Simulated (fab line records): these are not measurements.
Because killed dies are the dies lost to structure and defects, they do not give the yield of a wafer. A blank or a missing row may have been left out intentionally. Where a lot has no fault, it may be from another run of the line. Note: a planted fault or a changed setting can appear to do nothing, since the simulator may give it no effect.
fab line records    flow nand_harc    part 1 of 2: steps 1 to 4 of 6
record: lots: 21  wafers: 63  last_day: 25
route steps=1159 shown A_WL_FILL@832 A_CONTACT@873
lots untouched by any fault: they come from a run of this same line in which no faults occurred
start_h: hours from the record's opening day to when the first of the lot's shown wafers began    wait_h: hours from the lot's prior step to this one    " the same as in the row above    L1.1+2: a single row standing in for several wafers    - either no value or no given start    * or withheld: withheld    < > ~ a bound
route shown NAME@n: names a module that has steps shown in the file, with the first one's number in the route    usual: mean/standard deviation taken from wafers without a fault    same: alike in all rows    chamber/n: place in a boat    sites: per-site readings    _std_site: standard deviation across them    _edge_site: mean of outer sites minus mean of inner sites    radius_mm: how far each site lies from the wafer's centre    mask NAME#n: copy n    behind: tool/chamber where the wafer was last shaped    hold: what put the lot on hold/how long, in hours/how the hold closed    device: the transistor (n, p or np) that didn't switch    end of line: the route-end tests of the same wafers    step lacking rows: just its recipe    killed: not the wafer's yield, but the dies lost to structure and defects at the first sort    map: a wafer's dies, x killed, . not, _ none there
set.NAME: the setting as run; set.NAME@STEP: as run at that earlier step    model.NAME: the simulator's own value behind a step, which no gauge read
one table for each step of the route and one row for each wafer, over a sample of lots
services: a tool's chamber out of use, with start hour (start_h, from the record's first day; less than 0 if before it), hours out, and reason
== steps ==
step: NHARC_A_WL_FILL_ALD_19
recipe: target_thk_a: 20  pulse_time_s: 3  ald_cycles: 100  temp_c: 450  material: TiN
usual: heater_power_w: 1091/140  precursor_pulse_height_rel: 1.002/0.02  susceptor_temp_C: 450.02/0.23
lot.wafer  tool          chamber  start_h  wait_h  heater_power_w  precursor_pulse_height_rel  susceptor_temp_C
L074.3     ald_metal-02  2        345.18   0.1     1299            1.023                       449.70
L074.4     "             3        "        "       1021            0.982                       449.75
L074.1     "             1        "        "       1250            1.009                       450.00
L076.3     ald_metal-03  3        365.08   0.1     1208            0.974                       449.92
L076.2     "             2        "        "       937             1.012                       449.71
L076.5     "             3        "        "       1212            1.010                       450.00
L077.2     ald_metal-03  2        382.60   0.1     963             1.017                       449.72
L077.1     "             3        "        "       1229            0.969                       450.30
L077.3     "             0        "        "       914             0.986                       449.75
L078.1     ald_metal-02  0        385.45   0.1     936             1.038                       449.75
L078.6     "             0        "        "       946             1.010                       449.89
L078.5     "             1        "        "       1329            1.001                       449.82
L082.4     ald_metal-02  2        402.50   0.1     1305            0.996                       449.93
L082.1     "             0        "        "       966             0.985                       450.29
L082.6     "             3        "        "       1078            1.034                       450.19
L081.2     ald_metal-03  3        402.50   0.1     1193            1.009                       449.89
L081.6     "             3        "        "       1227            0.987                       450.09
L081.5     "             0        "        "       945             1.018                       449.58
L080.3     ald_metal-02  3        407.59   0.1     1056            0.991                       450.57
L080.4     "             1        "        "       1329            1.027                       449.67
L080.6     "             2        "        "       1321            1.030                       450.30
L083.3     ald_metal-04  3        416.11   0.1     1031            0.998                       449.72
L083.1     "             2        "        "       1161            0.974                       449.77
L083.6     "             0        "        "       1136            0.999                       450.14
L084.3     ald_metal-03  2        418.48   0.1     965             0.995                       -
L084.2     "             0        "        "       927             0.974                       -
L084.4     "             1        "        "       867             0.976                       -
L087.4     ald_metal-04  2        424.18   0.1     1146            1.007                       450.02
L087.2     "             0        "        "       1127            1.041                       450.13
L087.5     "             2        "        "       1113            0.991                       449.94
L088.2     ald_metal-03  0        424.23   0.1     890             1.006                       449.74
L088.4     "             2        "        "       970             0.991                       450.52
L088.5     "             3        "        "       1246            0.986                       450.20
L086.3     ald_metal-04  0        433.71   0.1     1124            1.003                       450.25
L086.4     "             2        "        "       1186            1.029                       450.23
L086.5     "             0        "        "       1154            1.012                       450.30
L085.3     ald_metal-02  1        435.97   0.2     1309            0.995                       449.98
L085.6     "             2        "        "       1304            0.994                       449.93
L085.5     "             3        "        "       1045            0.986                       449.79
L089.1     ald_metal-04  2        443.45   0.2     1194            0.984                       449.79
L089.5     "             3        "        "       1050            1.015                       450.24
L089.6     "             0        "        "       1158            1.018                       449.89
L090.3     ald_metal-04  3        445.88   0.1     1063            1.022                       450.08
L090.4     "             2        "        "       1178            1.019                       450.14
L090.5     "             3        "        "       1084            1.009                       450.06
L091.2     ald_metal-03  1        445.93   0.2     851             0.992                       449.75
L091.5     "             2        "        "       977             1.001                       450.07
L091.6     "             3        "        "       1208            1.015                       450.14
L092.1     ald_metal-02  1        455.92   0.1     1336            1.041                       450.08
L092.6     "             1        "        "       1306            0.979                       450.18
L092.5     "             2        "        "       1308            1.006                       450.85
L093.3     ald_metal-03  0        471.11   0.1     936             0.999                       449.97
L093.2     "             2        "        "       954             0.981                       450.42
L093.6     "             1        "        "       851             1.001                       449.78
L094.1     ald_metal-04  2        471.13   0.1     1128            0.997                       450.25
L094.4     "             3        "        "       1051            1.002                       450.12
L094.6     "             1        "        "       1032            1.024                       450.48
L095.3     ald_metal-03  0        475.05   0.1     946             1.008                       450.32
L095.6     "             3        "        "       1195            1.006                       449.99
L095.5     "             0        "        "       909             0.983                       450.50
L097.4     ald_metal-02  0        506.61   0.1     987             1.007                       449.82
L097.2     "             1        "        "       1362            1.027                       450.15
L097.3     "             2        "        "       1309            1.001                       449.86
step: NHARC_A_CONTACT_ETCH_122
recipe: source_w: withheld  pressure_mtorr: 20  bias_v: 3000  time_s: 95  target_depth_a: 9300  ar_flow_sccm: withheld  c4f8_flow_sccm: withheld  o2_flow_sccm: withheld  chemistry: C4F8/O2/Ar
usual: oes_air_line_au: 0.999/0.02
lot.wafer  tool             chamber  start_h  wait_h  oes_air_line_au  rf_hours_counter_h
L074.1     har_cap_etch-01  1        371.48   0.1     1.038            56
L074.3     "                0        "        "       1.015            -
L074.4     "                1        "        "       1.006            -
L076.2     har_cap_etch-03  0        380.80   0.1     0.983            81
L076.3     "                1        "        "       1.015            -
L076.5     "                0        "        "       0.976            -
L077.1     har_cap_etch-02  0        400.21   0.1     0.990            14
L077.2     "                1        "        "       1.015            14
L077.3     "                1        "        "       0.986            -
L078.1     har_cap_etch-03  0        404.84   0.1     0.960            86
L078.5     "                1        "        "       0.992            -
L078.6     "                0        "        "       0.977            -
L082.1     har_cap_etch-03  1        418.12   0.1     0.999            89
L082.4     "                1        "        "       0.981            -
L082.6     "                1        "        "       0.972            -
L081.2     har_cap_etch-02  0        421.50   0.1     0.976            17
L081.5     "                0        "        "       1.019            -
L081.6     "                1        "        "       0.983            -
L080.3     har_cap_etch-03  0        424.63   0.1     0.995            -
L080.4     "                1        "        "       0.983            -
L080.6     "                1        "        "       1.000            -
L083.1     har_cap_etch-01  1        428.11   0.1     1.010            65
L083.3     "                0        "        "       0.996            -
L083.6     "                1        "        "       1.022            -
L084.2     har_cap_etch-02  1        430.93   0.1     0.998            19
L084.4     "                1        "        "       0.998            -
L084.3     "                0        "        "       0.957            -
L087.2     har_cap_etch-01  1        441.03   0.1     0.987            68
L087.4     "                1        "        "       0.963            -
L087.5     "                1        "        "       0.997            -
L088.2     har_cap_etch-02  0        441.45   0.1     1.026            23
L088.4     "                0        "        "       0.997            -
L088.5     "                1        "        "       1.008            -
L086.4     har_cap_etch-02  1        446.28   0.1     0.983            -
L086.3     "                0        "        "       0.979            -
L086.5     "                0        "        "       1.008            -
L085.3     har_cap_etch-02  0        450.52   0.1     1.014            -
L085.5     "                1        "        "       0.999            -
L085.6     "                0        "        "       0.989            -
L089.1     har_cap_etch-03  0        455.07   0.1     1.004            97
L089.6     "                0        "        "       0.990            -
L089.5     "                1        "        "       1.034            -
L091.2     har_cap_etch-03  0        460.47   0.1     1.041            98
L091.5     "                1        "        "       1.007            -
L091.6     "                0        "        "       1.017            -
L090.3     har_cap_etch-01  0        460.59   0.1     0.988            -
L090.4     "                1        "        "       1.007            -
L090.5     "                0        "        "       0.986            -
L092.1     har_cap_etch-02  0        471.80   0.1     1.023            30
L092.5     "                1        "        "       1.025            -
L092.6     "                0        "        "       1.018            -
L093.2     har_cap_etch-01  0        483.88   0.1     0.982            78
L093.3     "                0        "        "       1.004            -
L093.6     "                0        "        "       0.983            -
L094.1     har_cap_etch-03  1        484.52   0.1     0.987            101
L094.4     "                0        "        "       1.010            -
L094.6     "                1        "        "       1.008            -
L095.3     har_cap_etch-01  0        488.77   0.1     1.001            -
L095.6     "                0        "        "       1.014            -
L095.5     "                1        "        "       0.996            -
L097.2     har_cap_etch-01  0        519.79   0.1     0.997            83
L097.3     "                0        "        "       0.977            -
L097.4     "                1        "        "       0.970            -
step: NHARC_A_CONTACT_ETCH_96
recipe: target_depth_a: 200  over_etch_frac: 0.5  time_s: 10  ion_energy_ev: 250  c4f6_flow_sccm: 25  o2_flow_sccm: 20  ar_flow_sccm: 500  rf_w: 600  bias_w: 500  chemistry: C4F6/O2
usual: drypump_motor_current_A: 5.6/0.5  mfc_ar_sccm: 499.9/1.6  oes_product_au: 0.968/0.025  rf_fwd_power_W: 587.9/3  rf_vpp_V: 545/3.6  showerhead_plenum_p_Torr: 3.83/0.17  throttle_valve_pct: 26.904/0.0095
lot.wafer  tool         chamber  start_h  wait_h  drypump_motor_current_A  mfc_ar_sccm  oes_product_au  rf_fwd_power_W  rf_hours_counter_h  rf_vpp_V  showerhead_plenum_p_Torr  throttle_valve_pct
L074.4     rie_diel-13  0        -        -       5.3                      497.8        0.938           589.0           32                  543       3.71                      26.904
L074.3     "            2        "        "       5.8                      497.8        0.941           584.7           33                  544       3.83                      26.900
L074.1     "            3        "        "       5.5                      499.5        0.930           586.6           31                  550       4.17                      26.903
L076.2     rie_diel-01  1        -        -       5.2                      499.0        0.990           588.3           9                   546       3.78                      26.896
L076.3     "            2        "        "       5.3                      503.0        0.998           587.9           9                   542       3.71                      26.902
L076.5     "            1        "        "       5.2                      499.6        0.991           584.9           -                   544       3.78                      26.895
L077.2     rie_diel-01  1        -        -       5.1                      498.5        0.979           583.6           12                  544       3.78                      26.919
L077.3     "            2        "        "       5.4                      500.8        0.983           586.8           12                  544       3.71                      26.901
L077.1     "            0        "        "       4.9                      500.2        0.966           585.6           11                  548       4.08                      26.897
L078.1     rie_diel-04  3        -        -       6.2                      500.5        0.934           585.6           34                  542       3.74                      26.902
L078.5     "            0        "        "       5.8                      498.0        0.938           587.1           -                   542       3.67                      26.901
L078.6     "            1        "        "       6.6                      500.6        0.967           583.8           -                   546       3.91                      26.899
L082.4     rie_diel-01  1        -        -       5.1                      501.7        0.993           584.9           14                  544       3.78                      26.908
L082.1     "            2        "        "       5.4                      501.7        0.998           587.1           14                  544       3.71                      26.912
L082.6     "            0        "        "       4.9                      498.6        1.010           586.4           -                   551       4.08                      26.903
L081.2     rie_diel-13  3        -        -       5.5                      500.6        0.954           583.9           51                  552       4.16                      26.905
L081.6     "            3        "        "       5.4                      499.2        0.969           587.1           -                   553       4.16                      26.898
L081.5     "            0        "        "       5.3                      500.8        0.967           586.7           -                   542       3.70                      26.912
L080.4     rie_diel-13  0        -        -       5.3                      498.5        0.957           589.8           54                  543       3.70                      26.911
L080.3     "            1        "        "       6.3                      500.2        0.961           587.2           53                  547       3.85                      26.915
L080.6     "            3        "        "       5.5                      495.8        0.961           584.4           -                   552       4.15                      26.909
L083.3     rie_diel-13  3        -        -       5.4                      496.3        0.928           587.2           53                  552       4.15                      26.909
L083.1     "            1        "        "       6.3                      502.6        0.951           589.3           54                  545       3.85                      26.902
L083.6     "            3        "        "       5.5                      499.2        0.919           586.0           -                   550       4.15                      26.905
L084.2     rie_diel-04  0        -        -       5.8                      504.9        0.937           587.3           51                  541       3.67                      26.898
L084.3     "            1        "        "       6.6                      499.5        0.969           588.3           58                  547       3.90                      26.908
L084.4     "            2        "        "       6.3                      497.5        0.947           590.9           53                  553       4.19                      26.913
L087.2     rie_diel-01  1        -        -       5.1                      500.0        0.945           586.2           21                  543       3.78                      26.921
L087.4     "            3        "        "       5.9                      498.6        0.958           594.0           22                  544       3.69                      26.916
L087.5     "            0        "        "       4.9                      499.4        0.942           581.2           -                   550       4.08                      26.907
L088.2     rie_diel-01  3        -        -       5.9                      498.0        1.007           594.4           22                  543       3.69                      26.904
L088.4     "            0        "        "       4.9                      499.1        1.004           585.9           20                  549       4.08                      26.911
L088.5     "            0        "        "       4.9                      500.0        0.998           586.6           -                   550       4.08                      26.906
L086.3     rie_diel-01  1        -        -       5.1                      499.8        0.989           585.9           23                  545       3.77                      26.913
L086.4     "            3        "        "       5.9                      497.6        0.997           591.3           23                  541       3.69                      26.909
L086.5     "            2        "        "       5.4                      499.4        0.989           590.5           -                   542       3.70                      26.890
L085.3     rie_diel-04  1        -        -       6.6                      499.6        0.968           589.0           65                  546       3.89                      26.908
L085.5     "            3        "        "       6.2                      498.8        0.938           587.9           -                   542       3.73                      26.909
L085.6     "            0        "        "       5.8                      501.2        0.945           588.7           -                   542       3.66                      26.898
L089.1     rie_diel-01  1        -        -       5.1                      500.8        0.960           585.1           24                  545       3.77                      26.898
L089.6     "            2        "        "       5.3                      500.9        0.960           588.6           -                   543       3.70                      26.906
L089.5     "            3        "        "       5.9                      501.9        0.961           591.0           -                   543       3.69                      26.907
L090.4     rie_diel-01  1        -        -       5.1                      500.8        0.958           584.3           27                  544       3.77                      26.891
L090.3     "            3        "        "       5.9                      500.3        0.973           593.2           29                  543       3.69                      26.905
L090.5     "            2        "        "       5.4                      500.8        0.959           588.0           -                   542       3.70                      26.898
L091.2     rie_diel-04  3        -        -       6.2                      501.3        0.970           583.6           55                  542       3.72                      26.897
L091.5     "            0        "        "       5.8                      500.4        0.972           586.9           -                   541       3.66                      26.902
L091.6     "            1        "        "       6.6                      499.2        0.978           588.1           -                   548       3.89                      26.907
L092.1     rie_diel-01  0        -        -       4.8                      501.2        0.932           584.7           29                  549       4.07                      26.907
L092.6     "            3        "        "       5.9                      496.4        0.949           594.4           -                   543       3.68                      26.918
L092.5     "            0        "        "       4.9                      500.4        0.940           584.5           -                   550       4.07                      26.889
L093.3     rie_diel-04  0        -        -       5.8                      500.4        0.946           591.1           2                   552       4.23                      26.906
L093.2     "            2        "        "       6.3                      496.9        0.952           592.9           2                   553       4.18                      26.900
L093.6     "            3        "        "       6.2                      502.5        0.959           586.1           -                   543       3.72                      26.896
L094.1     rie_diel-01  2        -        -       5.3                      498.7        0.933           589.5           32                  543       3.70                      26.894
L094.4     "            3        "        "       5.9                      500.0        0.951           592.5           33                  541       3.68                      26.902
L094.6     "            3        "        "       5.9                      501.6        0.953           591.3           -                   541       3.68                      26.925
L095.3     rie_diel-01  1        -        -       5.1                      500.7        1.003           585.4           33                  545       3.77                      26.929
L095.6     "            2        "        "       5.3                      498.7        0.989           587.5           -                   543       3.70                      26.902
L095.5     "            3        "        "       5.9                      499.9        0.999           591.9           -                   542       3.68                      26.910
L097.2     rie_diel-01  0        -        -       4.9                      498.8        0.993           586.6           3                   549       4.07                      26.897
L097.4     "            1        "        "       5.1                      500.1        1.011           583.6           3                   544       3.77                      26.894
L097.3     "            2        "        "       5.4                      503.1        1.001           585.2           3                   541       3.70                      26.901
step: NHARC_A_CONTACT_ETCH_78
recipe: target_depth_a: 28000  over_etch_frac: 0.3  time_s: 728  ion_energy_ev: 150  o2_flow_sccm: 400  cos_flow_sccm: 20  ar_flow_sccm: 0  rf_w: 500  bias_w: 300  chemistry: O2/COS
usual: drypump_motor_current_A: 5.5/0.49  mfc_ar_sccm: 0.008/0.011  oes_product_au: 1.000/0.0093  rf_fwd_power_W: 499.5/1.5  rf_vpp_V: 313.2/2.2  showerhead_plenum_p_Torr: 3.06/0.15  throttle_valve_pct: 28.329/0.009
lot.wafer  tool         chamber  start_h  wait_h  drypump_motor_current_A  mfc_ar_sccm  oes_product_au  rf_fwd_power_W  rf_hours_counter_h  rf_vpp_V  showerhead_plenum_p_Torr  throttle_valve_pct
L074.4     rie_diel-01  2        -        -       5.3                      0.012        0.996           500.3           9                   311.1     2.95                      28.332
L074.1     "            3        "        "       5.8                      0            1.013           501.7           9                   312.3     2.93                      28.345
L074.3     "            0        "        "       4.9                      0            1.016           499.6           9                   314.6     3.25                      28.328
L076.3     rie_diel-04  1        -        -       6.6                      0.026        1.028           498.5           37                  314.1     3.11                      28.323
L076.2     "            2        "        "       6.3                      0            0.993           500.6           33                  317.6     3.36                      28.322
L076.5     "            0        "        "       5.8                      0.015        0.991           498.7           -                   311.8     2.92                      28.334
L077.3     rie_diel-01  3        -        -       5.9                      0            0.996           496.7           13                  312.4     2.93                      28.342
L077.2     "            0        "        "       4.9                      0            0.993           497.9           12                  314.1     3.25                      28.328
L077.1     "            1        "        "       5.1                      0            0.978           498.0           13                  311.5     3.00                      28.340
L078.1     rie_diel-04  1        -        -       6.6                      0.026        1.015           498.7           47                  315.2     3.11                      28.331
L078.5     "            3        "        "       6.2                      0            0.989           499.0           -                   311.8     2.97                      28.316
L078.6     "            2        "        "       6.3                      0            1.002           501.8           -                   317.7     3.35                      28.337
L082.1     rie_diel-01  1        -        -       5.0                      0            0.997           499.5           16                  312.9     3.00                      28.325
L082.4     "            3        "        "       5.9                      0            1.017           498.6           17                  310.4     2.93                      28.335
L082.6     "            2        "        "       5.3                      0.012        0.997           502.6           -                   311.9     2.94                      28.311
L081.2     rie_diel-01  3        -        -       5.9                      0            1.005           502.0           17                  311.4     2.93                      28.345
L081.6     "            1        "        "       5.1                      0            0.995           500.3           -                   313.1     3.00                      28.307
L081.5     "            2        "        "       5.3                      0.012        0.994           499.6           -                   311.7     2.94                      28.315
L080.3     rie_diel-01  0        -        -       4.9                      0            1.002           498.5           16                  316.1     3.25                      28.330
L080.4     "            1        "        "       5.1                      0            1.000           498.2           18                  312.5     3.00                      28.350
L080.6     "            0        "        "       4.9                      0            1.001           498.7           -                   315.9     3.25                      28.323
L083.3     rie_diel-01  3        -        -       5.9                      0            1.009           500.9           20                  311.2     2.93                      28.342
L083.1     "            0        "        "       4.9                      0            1.003           499.2           17                  314.1     3.25                      28.317
L083.6     "            2        "        "       5.3                      0.012        1.005           498.4           -                   311.2     2.94                      28.330
L084.2     rie_diel-13  2        -        -       5.8                      0.010        0.990           502.6           54                  313.1     3.03                      28.335
L084.4     "            3        "        "       5.4                      0.026        0.993           497.7           54                  317.0     3.31                      28.314
L084.3     "            1        "        "       6.3                      0.014        1.002           499.8           55                  312.8     3.06                      28.337
L087.2     rie_diel-01  0        -        -       4.9                      0            1.010           496.9           21                  316.5     3.25                      28.330
L087.4     "            1        "        "       5.1                      0            0.994           497.6           22                  311.0     3.00                      28.334
L087.5     "            0        "        "       4.9                      0            1.000           497.2           -                   316.3     3.25                      28.325
L088.2     rie_diel-01  2        -        -       5.4                      0.012        0.996           500.0           23                  311.3     2.94                      28.334
L088.4     "            3        "        "       5.9                      0            0.994           496.3           24                  311.4     2.93                      28.337
L088.5     "            0        "        "       4.9                      0            0.989           499.8           -                   314.3     3.25                      28.331
L086.3     rie_diel-01  3        -        -       5.9                      0            1.010           502.4           24                  310.1     2.93                      28.335
L086.4     "            1        "        "       5.1                      0            0.987           497.9           23                  312.3     3.00                      28.318
L086.5     "            0        "        "       4.8                      0            1.003           500.4           -                   316.5     3.25                      28.328
L085.3     rie_diel-01  0        -        -       4.9                      0            1.005           499.1           24                  316.4     3.25                      28.318
L085.5     "            2        "        "       5.3                      0.012        0.998           502.2           -                   309.9     2.94                      28.343
L085.6     "            3        "        "       5.9                      0            1.011           500.2           -                   311.4     2.93                      28.331
L089.1     rie_diel-01  1        -        -       5.1                      0            0.988           500.0           27                  311.4     3.00                      28.318
L089.5     "            1        "        "       5.1                      0            1.003           499.4           -                   313.2     3.00                      28.336
L089.6     "            2        "        "       5.3                      0.012        1.003           498.7           -                   312.3     2.94                      28.334
L090.3     rie_diel-01  1        -        -       5.1                      0            0.993           500.0           29                  313.4     3.00                      28.319
L090.4     "            2        "        "       5.3                      0.012        1.001           499.1           29                  310.3     2.94                      28.335
L090.5     "            0        "        "       4.8                      0            1.005           495.3           -                   316.6     3.24                      28.341
L091.2     rie_diel-13  2        -        -       5.8                      0.010        1.005           498.3           1                   313.4     3.03                      28.324
L091.6     "            3        "        "       5.4                      0.026        0.997           501.3           -                   316.0     3.31                      28.315
L091.5     "            0        "        "       5.3                      0.036        1.006           499.3           -                   311.8     2.93                      28.325
L092.1     rie_diel-01  3        -        -       5.9                      0            1.016           499.0           33                  311.8     2.92                      28.322
L092.5     "            0        "        "       4.9                      0            1.002           500.4           -                   316.8     3.24                      28.328
L092.6     "            1        "        "       5.1                      0            1.003           499.1           -                   311.9     2.99                      28.343
L093.2     rie_diel-01  1        -        -       5.1                      0            1.005           499.2           33                  311.0     2.99                      28.319
L093.3     "            2        "        "       5.4                      0.012        0.993           501.5           33                  311.5     2.94                      28.348
L093.6     "            0        "        "       4.9                      0            1.007           497.9           -                   315.4     3.24                      28.326
L094.4     rie_diel-04  2        -        -       6.3                      0            1.004           498.0           5                   317.6     3.34                      28.325
L094.1     "            3        "        "       6.2                      0            0.992           498.5           4                   311.4     2.95                      28.328
L094.6     "            1        "        "       6.5                      0.026        1.011           498.8           -                   313.3     3.09                      28.337
L095.3     rie_diel-13  2        -        -       5.8                      0.010        0.996           503.3           9                   312.7     3.02                      28.332
L095.5     "            1        "        "       6.3                      0.014        0.990           500.0           -                   314.0     3.05                      28.328
L095.6     "            2        "        "       5.8                      0.010        1.000           501.3           -                   313.5     3.02                      28.339
L097.4     rie_diel-01  2        -        -       5.4                      0.012        0.991           500.2           4                   311.3     2.93                      28.329
L097.2     "            3        "        "       5.9                      0            1.010           499.6           3                   310.9     2.92                      28.337
L097.3     "            0        "        "       4.9                      0            0.988           498.6           4                   317.7     3.24                      28.324
